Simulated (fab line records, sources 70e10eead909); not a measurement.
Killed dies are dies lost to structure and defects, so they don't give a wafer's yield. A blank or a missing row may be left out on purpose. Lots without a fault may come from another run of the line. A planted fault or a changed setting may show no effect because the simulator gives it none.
fab line records | flow nand_harc
record lots=6 wafers=18 last_day=32
route steps=1302 shown A_DECK1_JOINT@518 END@1302
lots that met no fault: from a run of the same line without faults
start_h: hours from the record's first day to the start of the lot's first wafer shown | wait_h: hours since the lot's step before | " the same as in the row above | L1.1+2: a row that stands for several wafers | - no value, or no start given | * or withheld: withheld | < > ~ a bound
route shown NAME@n: a module of which the file shows steps, and the number in the route of the first | usual: mean/standard deviation of fault-free wafers | same: alike in all rows | chamber/n: place in a boat | sites: the reading at each site | _std_site: their standard deviation | _edge_site: outer sites' mean less inner sites' | radius_mm: how far each site lies from the wafer's centre | mask NAME#n: copy n | behind: the tool/chamber that last shaped the wafer | hold: why the lot was held/for how many hours/how that ended | device: the transistor (n, p or np) that didn't switch | end of line: the same wafers' tests at the end of the route | a step without rows: its recipe alone | killed: dies lost to structure and defects at the first sort, not the wafer's yield | map: a wafer's dies, x killed, . not, _ none there
set.NAME: the setting as run; set.NAME@STEP: as run at that earlier step | model.NAME: the simulator's own value behind a step, which no gauge read
lots at some steps of the route; a table a step, a row a wafer
services: from which hour (start_h, from the record's first day; less than 0 if before it) a tool's chamber was out of use, for how many hours, and why
## steps
# step NHARC_A_DECK1_JOINT_ETCHBACK_07
# recipe target_depth_a=1050 time_s=26.9 hbr_flow_sccm=150 rf_w=350 icp_w=350 bias_w=60 chemistry=HBr
# usual bias_w=60.02/0.19 drypump_motor_current_A=5.8/0.47 he_backside_leak_sccm=2.64/0.26 oes_product_au=0.998/0.0098 run_length_s=48.4/0.37 throttle_valve_pct=23.266/0.0085
# columns lot.wafer tool chamber start_h wait_h bias_w drypump_motor_current_A he_backside_leak_sccm oes_product_au rf_hours_counter_h run_length_s throttle_valve_pct
L966.4 rie_si-03 0 238.76 0.1 59.92 5.8 2.45 0.989 0.1 47.9 23.281
L966.3 " 1 " " 60.22 5.4 2.70 0.992 0.1 48.8 23.254
L966.6 " 0 " " 60.14 5.8 2.52 0.995 - 47.9 23.264
L974.1 rie_si-06 3 317.72 0.1 60.08 5.5 2.88 0.999 0.4 48.6 23.274
L974.2 " 1 " " 60.22 6.3 2.65 0.997 0.4 48.3 23.264
L974.6 " 3 " " 59.97 5.5 2.90 1.002 - 48.2 23.266
L976.1 rie_si-05 2 339.09 0.1 59.67 5.3 2.99 1.003 0.1 48.9 23.268
L976.3 " 3 " " 59.84 6.2 2.57 1.004 0.1 48.4 23.258
L976.5 " 2 " " 59.66 5.3 3.03 1.007 - 49.2 23.262
L985.2 rie_si-03 0 427.03 0.1 60.34 5.8 2.49 1.006 0.2 48.0 23.271
L985.1 " 1 " " 59.92 5.4 2.57 0.997 0.2 48.5 23.274
L985.6 " 1 " " 59.81 5.4 2.70 0.988 - 48.5 23.269
L986.3 rie_si-05 2 440.03 0.1 60.03 5.2 3.00 1.004 0.7 49.2 23.265
L986.4 " 1 " " 59.83 5.5 2.95 1.001 0.6 49.0 23.268
L986.6 " 2 " " 60.00 5.2 3.11 1.019 - 49.7 23.277
L987.1 rie_si-05 0 447.19 0.1 60.20 6.7 2.37 1.012 0.8 48.4 23.275
L987.4 " 1 " " 59.89 5.5 2.92 1.007 0.6 48.7 23.262
L987.6 " 0 " " 60.55 6.8 2.33 1.001 - 48.5 23.274
# step NHARC_A_DECK1_JOINT_ETCH_25
# recipe target_depth_a=5 chemistry=dHF material=SiO2
# step NHARC_A_DECK1_JOINT_ETCH_19
# recipe temp_c=25 target_depth_a=30 chemistry=TMAH material=poly-Si
# step NHARC_A_DECK1_JOINT_ETCH_18
# recipe target_depth_a=30 chemistry=dHF material=SiO2
# step NHARC_A_DECK1_JOINT_WET_08
# recipe temp_c=160 time_s=86 chemistry=H3PO4
# step NHARC_A_DECK1_JOINT_ETCH_09
# recipe target_depth_a=50 chemistry=dHF material=SiO2
# step NHARC_A_DECK1_JOINT_WET_10
# recipe temp_c=160 time_s=86 chemistry=H3PO4
# step NHARC_A_DECK1_JOINT_ETCH_11
# recipe target_depth_a=350 chemistry=dHF material=SiO2
# step NHARC_A_DECK1_JOINT_CVD_12
# recipe target_thk_a=900 temp_c=620 pressure_mtorr=200 time_s=1800 material=poly-Si
# step NHARC_A_DECK1_JOINT_CMP_13
# recipe target_thk_nm=51.023
# usual motor_current_A=11.7/1.2 time_to_endpoint_s=9.6/2.2
# columns lot.wafer tool chamber start_h wait_h motor_current_A time_to_endpoint_s
L966.4 cmp-04 3 249.05 0.4 13.3 9.9
L966.3 " 2 " " 10.4 15.2
L966.6 " 3 " " 13.8 7.4
L974.2 cmp-01 2 327.82 0.4 13.1 8.5
L974.1 " 3 " " 12.4 6.4
L974.6 " 3 " " 11.6 7.8
L976.1 cmp-03 0 349.39 0.4 13.5 8.8
L976.3 " 2 " " 12.0 7.4
L976.5 " 0 " " 13.9 5.1
L985.2 cmp-01 2 437.31 0.4 12.2 10.3
L985.1 " 0 " " 11.1 12.3
L985.6 " 2 " " 12.6 10.2
L986.4 cmp-01 3 450.34 0.4 11.7 8.7
L986.3 " 0 " " 10.9 12.7
L986.6 " 0 " " 10.1 12.6
L987.4 cmp-04 0 457.51 0.4 10.9 8.4
L987.1 " 2 " " 9.8 11.9
L987.6 " 0 " " 10.7 12.1
# step NHARC_A_DECK1_JOINT_THK_MEAS_14
# recipe thk_meas_gauge=ellipsometry
# usual thk_nm=51.6/1.6
# columns lot.wafer tool chamber start_h wait_h thk_nm
L966.3 film_metro-02 - 249.30 0.2 50.6
L966.4 " - " " 52.1
L966.6 " - " " 51.7
L974.1 film_metro-01 - 328.08 0.2 48.7
L974.2 " - " " 50.9
L974.6 " - " " 50.2
L976.1 film_metro-01 - 349.64 0.2 51.4
L976.3 " - " " 51.9
L976.5 " - " " 49.4
L985.1 film_metro-01 - 437.57 0.2 52.9
L985.2 " - " " 50.3
L985.6 " - " " 49.0
L986.3 film_metro-02 - 450.59 0.2 55.4
L986.4 " - " " 51.6
L986.6 " - " " 52.6
L987.1 film_metro-01 - 457.73 0.2 52.8
L987.4 " - " " 50.4
L987.6 " - " " 50.7
# step NHARC_A_DECK1_JOINT_SRD_04
# step NHARC_A_DECK1_JOINT_ETCHBACK_00
# recipe target_depth_a=300 time_s=17.4 hbr_flow_sccm=150 rf_w=350 icp_w=350 bias_w=60 chemistry=HBr
# usual bias_w=60.01/0.18 drypump_motor_current_A=5.8/0.48 he_backside_leak_sccm=2.6/0.38 oes_product_au=0.998/0.0092 run_length_s=38.8/0.35 throttle_valve_pct=23.266/0.0096
# columns lot.wafer tool chamber start_h wait_h bias_w drypump_motor_current_A he_backside_leak_sccm oes_product_au rf_hours_counter_h run_length_s throttle_valve_pct
L966.3 rie_si-03 0 249.44 0.1 60.09 5.8 2.5 1.006 0.3 38.6 23.272
L966.4 " 1 " " 60.14 5.4 2.7 1.009 0.2 38.9 23.270
L966.6 " 3 " " 59.94 5.5 2.5 0.986 - 38.3 23.262
L974.2 rie_si-05 0 328.23 0.1 - 6.8 2.4 1.006 0.1 34.4 23.263
L974.1 " 1 " " - 5.4 3.0 1.003 0.1 34.5 23.266
L974.6 " 2 " " - 5.2 3.0 1.001 - 34.5 23.268
L976.3 rie_si-05 1 349.78 0.1 - 5.5 3.1 0.994 0.2 34.4 23.260
L976.1 " 2 " " - 5.3 3.0 1.014 0.2 34.6 23.283
L976.5 " 0 " " - 6.8 4.3 0.998 - 34.0 23.251
L985.2 rie_si-05 0 437.71 0.1 59.91 6.8 2.2 1.000 0.7 39.5 23.261
L985.1 " 1 " " 59.86 5.5 3.2 0.996 0.6 39.6 23.252
L985.6 " 3 " " 59.62 6.2 2.6 1.002 - 38.8 23.264
L986.4 rie_si-03 0 450.72 0.1 59.90 5.8 2.4 0.987 0.3 38.3 23.268
L986.3 " 3 " " 59.91 5.5 2.4 0.987 0.2 38.2 23.261
L986.6 " 0 " " 59.94 5.8 2.4 0.998 - 38.4 23.278
L987.4 rie_si-06 3 457.86 0.1 60.03 5.5 3.0 1.001 0.2 38.9 23.249
L987.1 " 1 " " 60.11 6.3 4.5 0.997 0.1 38.6 23.265
L987.6 " 3 " " 60.13 5.5 2.9 1.008 - 38.6 23.258
# step NHARC_A_DECK1_JOINT_PRECLEAN_30
# recipe time_s=* temp_c=50 bath_age_min=0 chemistry=SC1
# step NHARC_END_SORT_01
# recipe temp_c=25
# usual killed_at_array=57/19 killed_at_other=0.9/1.1 killed_at_periphery=4.0/2.6 killed_dies=62/19 killed_open=3.3/1.8 killed_short=2.4/1.7
# same gross_dies=677
# columns lot.wafer tool chamber start_h wait_h killed_at_array killed_at_other killed_at_periphery killed_dies killed_open killed_short
L966.3 prober-02 0 561.28 3.1 76 0 2 78 4 2
L966.4 prober-02 0 562.07 3.4 71 0 3 74 5 2
L966.6 prober-02 0 563.66 4.0 75 0 5 80 7 3
L974.6 prober-01 0 639.19 4.0 46 0 3 49 2 1
L976.1 prober-02 0 658.84 2.5 73 1 3 77 3 1
L976.3 prober-02 0 660.43 3.1 51 2 3 56 5 1
# killed by level:class
L966.3 A_SLIT:chamber_film_flake=24 A_CHANNEL_HOLE_D1:chamber_film_flake=23 A_STAIRCASE:chamber_film_flake=8 A_CHANNEL_HOLE_D2:chamber_film_flake=4 A_CONTACT:chamber_film_flake=4 A_BONDPAD:chamber_film_flake=4 A_DECK1_JOINT:chamber_film_flake=2 A_CHANNEL_FILL_D1:geometric_particle:short=1
L966.4 A_CHANNEL_HOLE_D1:chamber_film_flake=34 A_SLIT:chamber_film_flake=9 A_STAIRCASE:chamber_film_flake=8 A_CHANNEL_HOLE_D2:chamber_film_flake=4 A_DECK1_JOINT:chamber_film_flake=3 A_SGD_CUT:chamber_film_flake=3 A_CHANNEL_FILL_D1:geometric_particle:open=2 P_ZERO_WELL:chamber_film_flake=2
L966.6 A_CHANNEL_HOLE_D1:chamber_film_flake=28 A_SLIT:chamber_film_flake=13 A_CONTACT:chamber_film_flake=12 A_STAIRCASE:chamber_film_flake=5 A_BONDPAD:chamber_film_flake=4 A_WL_FILL:geometric_particle:short=3 A_DECK1_JOINT:chamber_film_flake=2 A_CHANNEL_HOLE_D2:chamber_film_flake=2
L974.6 A_CHANNEL_HOLE_D2:chamber_film_flake=28 A_CHANNEL_HOLE_D1:chamber_film_flake=5 A_BLC:chamber_film_flake=3 A_DECK1_JOINT:chamber_film_flake=2 P_GATE:chamber_film_flake=2 A_CONTACT:chamber_film_flake=2 A_DECK1_JOINT:geometric_particle:open=1 A_SGD_CUT:geometric_particle:short=1
L976.1 A_SLIT:chamber_film_flake=32 A_CHANNEL_HOLE_D1:chamber_film_flake=26 A_STAIRCASE:chamber_film_flake=6 A_DECK1_JOINT:chamber_film_flake=3 P_GATE:chamber_film_flake=2 A_ONON_D1:geometric_particle:open=1 A_CHANNEL_FILL_D1:geometric_particle:open=1 A_ONON_D2:geometric_particle:open=1
L976.3 A_CHANNEL_HOLE_D1:chamber_film_flake=21 A_SLIT:chamber_film_flake=16 A_CHANNEL_HOLE_D2:unspecified=4 A_WL_FILL:geometric_particle:open=2 A_STAIRCASE:chamber_film_flake=2 A_CONTACT:chamber_film_flake=2 THIN_TSV:chamber_film_flake=2 P_STI:geometric_particle:short=1
## services
# columns tool chamber start_h hours kind
rie_si-03 - 221.00 9.0 pm
cmp-04 - 223.66 1.7 repair
cmp-01 - 245.15 0.9 repair
rie_si-06 - 249.00 9.0 pm
cmp-04 - 257.12 0.9 repair
cmp-01 - 283.67 4.0 pm
rie_si-06 2 293.81 8.8 repair
rie_si-05 2 300.31 1.1 repair
rie_si-06 3 303.07 1.3 repair
rie_si-05 - 305.00 9.0 pm
cmp-04 - 307.26 4.0 pm
cmp-04 - 334.97 1.6 repair
rie_si-03 3 352.39 3.6 repair
rie_si-06 3 365.28 3.0 repair
rie_si-03 1 365.32 20.0 repair
rie_si-03 3 379.81 5.6 repair
cmp-01 - 381.67 4.0 pm
rie_si-03 - 398.00 9.0 pm
cmp-01 - 421.42 0.5 repair
rie_si-03 0 436.39 4.1 repair
cmp-01 - 446.79 1.5 repair
cmp-01 - 454.10 0.4 repair
rie_si-03 2 454.74 2.7 repair
rie_si-05 1 454.98 11.3 repair
## key
first_sign step=NHARC_A_DECK1_JOINT_ETCHBACK_00 reading=run_length_s direction=down sigmas=13 usual=* struck=*
effect none on later readings
met_at NHARC_A_DECK1_JOINT_ETCHBACK_00
struck_wafers L974.1,L974.2,L974.6,L976.1,L976.3,L976.5
tester_left_out L974,L976
fault kind=process_parameter_drift tool=rie_si-05 chamber=- onset_h=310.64 steps=NHARC_A_DECK1_JOINT_ETCHBACK_00 channel=time_s offset=* shape=step end_h=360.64 acts_in=* stated=*
# tester_left_out: of these lots the tester's yield and bins aren't shown, on N5 and GAA mostly nor the transistor test; their killed dies are dies lost to structure and defects alone, not to doping, threshold or leakage, so they don't give the yield
